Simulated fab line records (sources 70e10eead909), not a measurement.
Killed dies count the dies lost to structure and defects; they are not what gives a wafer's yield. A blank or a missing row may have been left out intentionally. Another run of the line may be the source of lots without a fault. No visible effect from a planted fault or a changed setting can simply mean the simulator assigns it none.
fab line records -- flow nandHarc
record lots=13, wafers=39, lastDay=33
route steps=1302 shown P_CONTACT@247 P_M0@268 END@1302
lots that met no fault: from a run of the same line without faults
startH: start of the lot's first displayed wafer, in hours after the record's first day -- waitH: hours elapsed since this lot's preceding step -- " repeats the value in the row above -- L1.1+2: several wafers, shown together as one row -- - value missing, or start not given -- * or withheld: withheld -- < > ~ a bound
route shown NAME@n: NAME is a module with steps in the file, n the number in the route of the first one -- usual: average and standard deviation across the fault-free wafers -- same: alike in all rows -- chamber/n: place in a boat -- sites: readings site by site -- _std_site: standard deviation across them -- _edge_site: mean of outer sites minus mean of inner sites -- radiusMm: for every site, how far away it sits from the centre of the wafer -- mask NAME#n: copy n -- behind: tool/chamber where the wafer was last shaped -- hold: the reason the lot was held/the length of the hold in hours/how it ended -- device: the n, p or np transistor that did not switch -- end of line: at the end of the route, the tests of the same wafers -- a step given without rows: its recipe and nothing more -- killed: dies lost to structure and defects at the first sort, not the wafer's yield -- map: shows each die of a wafer: x if killed, . if not, _ if none is there
set.NAME: the setting the step ran with; set.NAME@STEP: the setting that earlier step ran with -- model.NAME: the simulator's own value behind a step, which no gauge read
one table for each step of the route and one row for each wafer, over a sample of lots
services: when a tool's chamber went out of use (startH, in hours from the record's first day, below 0 if earlier), for how many hours, and the reason
## steps
# step NHARC_P_CONTACT_ALD_22
# recipe targetThkA=30, pulseTimeS=1, aldCycles=150, tempC=450, material=TiN
# usual heaterPowerW=1053/78, precursorPulseHeightRel=1.000/0.02
# same pulseTimeS=1
lot.wafer,tool,chamber,startH,waitH,heaterPowerW,precursorPulseHeightRel,sinceWetCleanH
L582.3,aldMetal-03,1,123.82,-,1091,1.000,80
L582.2,aldMetal-03,0,123.82,-,1027,1.001,80
L582.6,aldMetal-03,0,123.82,-,1040,0.977,-
L583.1,aldMetal-04,3,130.58,-,1075,1.016,3
L583.3,aldMetal-04,2,130.58,-,1017,0.998,3
L583.6,aldMetal-04,0,130.58,-,912,1.003,-
L584.3,aldMetal-04,0,140.89,-,928,0.996,13
L584.6,aldMetal-04,0,140.89,-,912,0.994,-
L584.5,aldMetal-04,2,140.89,-,962,1.015,-
L585.3,aldMetal-04,0,153.81,-,873,0.981,26
L585.1,aldMetal-04,2,153.81,-,998,1.013,26
L585.5,aldMetal-04,0,153.81,-,899,0.966,-
L587.3,aldMetal-03,3,174.27,-,1038,1.025,130
L587.4,aldMetal-03,0,174.27,-,1020,1.006,130
L587.1,aldMetal-03,1,174.27,-,1089,1.005,130
L588.3,aldMetal-04,2,179.84,-,1013,0.985,52
L588.1,aldMetal-04,3,179.84,-,1087,0.983,52
L588.5,aldMetal-04,3,179.84,-,1075,1.030,-
L592.4,aldMetal-04,3,217.09,-,1046,0.939,89
L592.2,aldMetal-04,0,217.09,-,889,1.011,89
L592.5,aldMetal-04,2,217.09,-,1007,1.011,-
L594.4,aldMetal-03,1,242.26,-,1093,0.970,20
L594.3,aldMetal-03,2,242.26,-,1180,0.968,20
L594.2,aldMetal-03,0,242.26,-,1003,0.990,20
L599.2,aldMetal-01,1,292.02,-,1145,1.015,112
L599.4,aldMetal-01,3,292.02,-,1141,0.988,112
L599.5,aldMetal-01,2,292.02,-,1074,0.985,-
L601.1,aldMetal-04,0,314.89,-,855,0.993,9
L601.5,aldMetal-04,3,314.89,-,1111,1.014,-
L601.6,aldMetal-04,0,314.89,-,842,0.960,-
L603.3,aldMetal-01,3,333.21,-,1118,0.998,153
L603.2,aldMetal-01,0,333.21,-,1047,0.995,153
L603.1,aldMetal-01,2,333.21,-,1065,1.012,153
L604.2,aldMetal-03,3,333.71,-,1029,0.989,112
L604.1,aldMetal-03,2,333.71,-,1158,0.979,112
L604.6,aldMetal-03,0,333.71,-,1009,1.012,-
L605.3,aldMetal-01,2,347.27,-,1072,1.013,167
L605.1,aldMetal-01,0,347.27,-,1027,1.051,167
L605.2,aldMetal-01,1,347.27,-,1107,0.942,167
# step NHARC_P_CONTACT_INSPECT_27
# usual rawDefectCount=309/110
lot.wafer,tool,chamber,startH,waitH,rawDefectCount
L582.2,defectInspect-01,-,125.11,0.1,334
L582.3,defectInspect-01,-,125.11,0.1,329
L582.6,defectInspect-01,-,125.11,0.1,421
L583.1,defectInspect-01,-,131.88,0.1,313
L583.3,defectInspect-01,-,131.88,0.1,368
L583.6,defectInspect-01,-,131.88,0.1,300
L584.3,defectInspect-01,-,142.19,0.1,302
L584.5,defectInspect-01,-,142.19,0.1,349
L584.6,defectInspect-01,-,142.19,0.1,215
L585.1,defectInspect-01,-,155.11,0.1,425
L585.3,defectInspect-01,-,155.11,0.1,216
L585.5,defectInspect-01,-,155.11,0.1,347
L587.1,defectInspect-01,-,175.52,0.1,280
L587.3,defectInspect-01,-,175.52,0.1,250
L587.4,defectInspect-01,-,175.52,0.1,131
L588.1,defectInspect-01,-,181.11,0.1,698
L588.3,defectInspect-01,-,181.11,0.1,574
L588.5,defectInspect-01,-,181.11,0.1,477
L592.2,defectInspect-01,-,218.32,0.1,321
L592.4,defectInspect-01,-,218.32,0.1,394
L592.5,defectInspect-01,-,218.32,0.1,308
L594.2,defectInspect-01,-,243.52,0.1,188
L594.3,defectInspect-01,-,243.52,0.1,211
L594.4,defectInspect-01,-,243.52,0.1,186
L599.2,defectInspect-02,-,293.28,0.1,180
L599.4,defectInspect-02,-,293.28,0.1,186
L599.5,defectInspect-02,-,293.28,0.1,151
L601.1,defectInspect-02,-,316.13,0.1,401
L601.5,defectInspect-02,-,316.13,0.1,335
L601.6,defectInspect-02,-,316.13,0.1,282
L603.1,defectInspect-02,-,334.46,0.1,249
L603.2,defectInspect-02,-,334.46,0.1,292
L603.3,defectInspect-02,-,334.46,0.1,254
L604.1,defectInspect-01,-,334.96,0.1,285
L604.2,defectInspect-01,-,334.96,0.1,548
L604.6,defectInspect-01,-,334.96,0.1,240
L605.1,defectInspect-02,-,348.52,0.1,348
L605.2,defectInspect-02,-,348.52,0.1,281
L605.3,defectInspect-02,-,348.52,0.1,189
# step NHARC_P_M0_ETCH_15
# recipe targetDepthA=1500, overetchA=150, timeS=82.5, c4f8FlowSccm=withheld, arFlowSccm=400, rfW=600, biasW=300, chemistry=C4F8/Ar
# usual oesProductAu=0.954/0.018, rfVppV=439.8/2.4
lot.wafer,tool,chamber,startH,waitH,oesProductAu,rfHoursCounterH,rfVppV
L582.2,rieDiel-04,0,-,-,0.964,20,437.7
L582.3,rieDiel-04,2,-,-,0.986,23,442.1
L582.6,rieDiel-04,1,-,-,0.982,-,435.5
L583.3,rieDiel-04,3,-,-,0.946,23,439.5
L583.1,rieDiel-04,2,-,-,0.950,24,441.3
L583.6,rieDiel-04,0,-,-,0.937,-,439.4
L584.3,rieDiel-03,2,-,-,0.970,11,441.7
L584.5,rieDiel-03,1,-,-,0.981,-,443.0
L584.6,rieDiel-03,2,-,-,0.968,-,442.0
L585.3,rieDiel-04,2,-,-,0.954,28,440.4
L585.1,rieDiel-04,3,-,-,0.943,27,440.1
L585.5,rieDiel-04,1,-,-,0.950,-,436.5
L587.1,rieDiel-03,1,-,-,0.975,23,442.5
L587.3,rieDiel-03,2,-,-,0.964,24,442.5
L587.4,rieDiel-03,0,-,-,0.979,19,444.4
L588.3,rieDiel-05,1,-,-,0.933,40,438.0
L588.1,rieDiel-05,0,-,-,0.918,40,441.6
L588.5,rieDiel-05,0,-,-,0.921,-,442.2
L592.2,rieDiel-03,1,-,-,0.974,36,442.4
L592.5,rieDiel-03,0,-,-,0.967,-,442.2
L592.4,rieDiel-03,3,-,-,0.979,-,437.6
L594.2,rieDiel-03,2,-,-,0.931,44,442.8
L594.3,rieDiel-03,3,-,-,0.933,43,437.7
L594.4,rieDiel-03,1,-,-,0.922,45,442.5
L599.4,rieDiel-03,0,-,-,0.984,0,442.5
L599.2,rieDiel-03,2,-,-,0.964,0,441.6
L599.5,rieDiel-03,1,-,-,0.966,-,442.8
L601.1,rieDiel-04,1,-,-,0.963,22,435.8
L601.5,rieDiel-04,1,-,-,0.967,-,436.4
L601.6,rieDiel-04,2,-,-,0.967,-,440.4
L603.1,rieDiel-04,3,-,-,0.935,27,441.3
L603.2,rieDiel-04,0,-,-,0.932,27,439.9
L603.3,rieDiel-04,1,-,-,0.921,25,433.4
L604.1,rieDiel-04,3,-,-,0.949,28,439.8
L604.2,rieDiel-04,0,-,-,0.931,27,438.2
L604.6,rieDiel-04,3,-,-,0.930,-,440.9
L605.2,rieDiel-04,3,-,-,0.974,30,440.0
L605.1,rieDiel-04,0,-,-,0.953,29,437.8
L605.3,rieDiel-04,1,-,-,0.947,27,437.4
# step NHARC_P_M0_ECD_22
# recipe targetThkA=4000, bathTempC=25, material=Cu
lot.wafer,tool,chamber,startH,waitH
L582.2+3+6,ecdCu-02,"1,1,0",127.48,-
L583.1+3+6,ecdCu-02,"0,1,0",134.40,-
L584.3+6+5,ecdCu-02,"0,1,0",144.59,-
L585.1+3+5,ecdCu-01,0,157.50,-
L587.1+3+4,ecdCu-02,"1,1,0",177.89,-
L588.1+3+5,ecdCu-01,1,183.73,-
L592.2+4+5,ecdCu-01,"1,0,0",220.61,-
L594.2+4+3,ecdCu-01,"1,1,0",245.98,-
L599.2+4+5,ecdCu-02,"1,0,1",295.65,-
L601.1+5+6,ecdCu-02,"1,0,1",318.42,-
L603.2+1+3,ecdCu-02,"1,0,1",337.01,-
L604.2+1+6,ecdCu-02,"0,1,0",337.46,-
L605.1+2+3,ecdCu-02,"1,0,1",351.08,-
# step NHARC_P_M0_CMP_23
# recipe tOverpolishS=20, targetThkNm=117.54
# usual motorCurrentA=12.6/1.2, timeToEndpointS=28.1/2.9
lot.wafer,tool,chamber,startH,waitH,motorCurrentA,timeToEndpointS
L582.3,cmp-04,1,128.26,-,13.4,19.4
L582.2,cmp-04,2,128.26,-,12.3,26.6
L582.6,cmp-04,0,128.26,-,11.9,29.3
L583.1,cmp-01,0,135.19,-,13.4,33.8
L583.3,cmp-01,1,135.19,-,12.5,30.0
L583.6,cmp-01,3,135.19,-,10.6,27.1
L584.3,cmp-01,0,145.25,-,12.2,28.9
L584.5,cmp-01,1,145.25,-,13.1,28.0
L584.6,cmp-01,2,145.25,-,14.2,26.1
L585.1,cmp-04,2,158.18,-,12.2,27.6
L585.3,cmp-04,3,158.18,-,12.2,27.9
L585.5,cmp-04,3,158.18,-,13.7,26.9
L587.3,cmp-03,1,178.62,-,13.8,30.1
L587.1,cmp-03,2,178.62,-,10.1,27.7
L587.4,cmp-03,0,178.62,-,12.1,32.1
L588.3,cmp-01,2,184.46,-,14.4,24.4
L588.1,cmp-01,3,184.46,-,11.1,26.6
L588.5,cmp-01,1,184.46,-,12.2,27.0
L592.2,cmp-04,0,221.33,-,12.1,29.7
L592.4,cmp-04,1,221.33,-,13.4,5.9
L592.5,cmp-04,1,221.33,-,12.6,23.9
L594.3,cmp-03,1,246.70,-,14.0,28.6
L594.4,cmp-03,2,246.70,-,10.7,9.1
L594.2,cmp-03,0,246.70,-,11.9,30.6
L599.4,cmp-03,3,296.33,-,12.7,32.8
L599.2,cmp-03,0,296.33,-,11.8,32.1
L599.5,cmp-03,3,296.33,-,13.1,31.5
L601.1,cmp-03,3,319.15,-,12.6,30.4
L601.5,cmp-03,1,319.15,-,14.7,29.9
L601.6,cmp-03,2,319.15,-,10.3,28.2
L603.3,cmp-01,0,337.74,-,13.6,23.4
L603.1,cmp-01,1,337.74,-,12.5,23.5
L603.2,cmp-01,2,337.74,-,13.4,18.8
L604.2,cmp-04,1,338.21,-,12.7,22.8
L604.1,cmp-04,2,338.21,-,12.2,26.7
L604.6,cmp-04,0,338.21,-,12.4,26.9
L605.1,cmp-01,0,351.81,-,12.3,30.8
L605.2,cmp-01,1,351.81,-,13.1,34.0
L605.3,cmp-01,2,351.81,-,13.0,28.3
# step NHARC_END_SORT_01
# recipe tempC=25
# usual defectLimitedYield=89.8/2.9, killedAtArray=65/19, killedAtOther=0.9/1.1, killedAtPeriphery=3.5/2.3, killedDies=69/19, killedOpen=3.2/1.8, killedShort=2.4/1.5
# same grossDies=677
lot.wafer,tool,chamber,startH,waitH,defectLimitedYield[%],killedAtArray,killedAtOther,killedAtPeriphery,killedDies,killedOpen,killedShort
L594.2,prober-01,0,676.87,2.8,88.5,72,1,5,78,4,5
L594.3,prober-01,0,677.68,3.1,88.5,76,0,2,78,2,1
L594.4,prober-01,0,678.50,3.4,89.1,62,1,11,74,4,3
L592.2,prober-02,0,684.67,2.8,87.1,84,0,3,87,4,2
L592.4,prober-02,0,686.26,3.4,84.9,91,0,11,102,7,4
L592.5,prober-02,0,687.05,3.7,86.4,87,2,3,92,7,0
# killed by level:class
L594.2 A_CHANNEL_HOLE_D1:chamberFilmFlake=33 A_CHANNEL_HOLE_D2:chamberFilmFlake=19 A_STAIRCASE:chamberFilmFlake=5 A_CONTACT:chamberFilmFlake=5 A_CHANNEL_FILL_D1:geometricParticle:short=3 P_ZERO_WELL:chamberFilmFlake=2 P_STI:chamberFilmFlake=2 P_GATE:geometricParticle:open=1
L594.3 A_CHANNEL_HOLE_D1:chamberFilmFlake=37 A_CHANNEL_HOLE_D2:chamberFilmFlake=18 A_CONTACT:chamberFilmFlake=10 A_STAIRCASE:chamberFilmFlake=4 A_WL_FILL:chamberFilmFlake=4 P_CONTACT:geometricParticle:open=1 P_M0:geometricParticle:open=1 A_CHANNEL_FILL_D2:geometricParticle:short=1
L594.4 A_CHANNEL_HOLE_D1:chamberFilmFlake=32 A_CHANNEL_HOLE_D2:chamberFilmFlake=19 P_M0:areaEcd=9 A_CHANNEL_FILL_D1:geometricParticle:short=2 A_STAIRCASE:chamberFilmFlake=2 A_CONTACT:chamberFilmFlake=2 P_CONTACT:geometricParticle:open=1 P_M1:geometricParticle:open=1
L592.2 A_CHANNEL_HOLE_D1:chamberFilmFlake=34 A_SLIT:chamberFilmFlake=31 A_STAIRCASE:chamberFilmFlake=7 A_CHANNEL_FILL_D1:chamberFilmFlake=2 A_WL_FILL:chamberFilmFlake=2 P_CONTACT:geometricParticle:short=1 A_ONON_D2:geometricParticle:open=1 A_SGD_CUT:geometricParticle:short=1
L592.4 A_CHANNEL_HOLE_D1:chamberFilmFlake=36 A_SLIT:chamberFilmFlake=34 A_STAIRCASE:chamberFilmFlake=7 P_M0:areaEcd=7 A_SGD_CUT:chamberFilmFlake=3 A_DECK1_JOINT:geometricParticle:short=2 A_ONON_D2:geometricParticle:open=2 A_CHANNEL_FILL_D2:geometricParticle:open=2
L592.5 A_SLIT:chamberFilmFlake=34 A_CHANNEL_HOLE_D1:chamberFilmFlake=30 A_SGD_CUT:chamberFilmFlake=6 A_STAIRCASE:chamberFilmFlake=4 A_CONTACT:chamberFilmFlake=3 A_CHANNEL_HOLE_D2:chamberFilmFlake=2 A_WL_FILL:chamberFilmFlake=2 THIN_TSV:chamberFilmFlake=2
## services
tool,chamber,startH,hours,kind
rieDiel-03,-,105.33,9.0,pm
cmp-01,-,105.70,1.6,repair
aldMetal-04,1,105.78,89.3,repair
cmp-03,-,106.70,1.3,repair
cmp-04,-,111.03,4.0,pm
aldMetal-03,-,111.05,2.8,repair
aldMetal-04,-,118.00,10.0,pm
aldMetal-03,3,120.79,4.9,repair
cmp-04,-,126.64,1.2,repair
ecdCu-01,-,160.00,8.0,pm
cmp-03,-,162.02,4.0,pm
aldMetal-04,2,167.49,5.0,repair
cmp-01,-,174.48,9.3,repair
rieDiel-04,-,177.90,9.0,pm
aldMetal-04,-,184.60,1.2,repair
cmp-01,-,185.63,4.0,pm
cmp-04,-,209.03,4.0,pm
rieDiel-03,2,213.34,8.4,repair
ecdCu-02,-,244.13,8.0,pm
cmp-01,-,273.13,1.0,repair
rieDiel-03,-,282.15,0.4,repair
cmp-01,-,283.63,4.0,pm
aldMetal-04,-,296.00,10.0,pm
aldMetal-04,3,337.16,16.3,repair
## key
firstSign step=NHARC_P_M0_CMP_23, reading=timeToEndpointS, direction=down, sigmas=7.2, usual=*, struck=*
effect step=NHARC_END_SORT_01, reading=killedAtPeriphery, direction=up, sigmas=3.3, usual=3.5, struck=11
metAt NHARC_P_M0_ECD_22
struckLots L592,L594
struckWafers L592.4,L594.4
notActingAt NHARC_P_CONTACT_ALD_22,NHARC_P_CONTACT_INSPECT_27,NHARC_P_M0_ETCH_15
onsetBetween 183.73 220.61
fault kind=processParameterDrift, tool=ecdCu-01, chamber=-, onsetH=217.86, steps=NHARC_P_M0_ECD_22, channel=targetThkA, offset=*, shape=step, endH=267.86, scope=struckWafersOnly, actsIn=*, stated=*
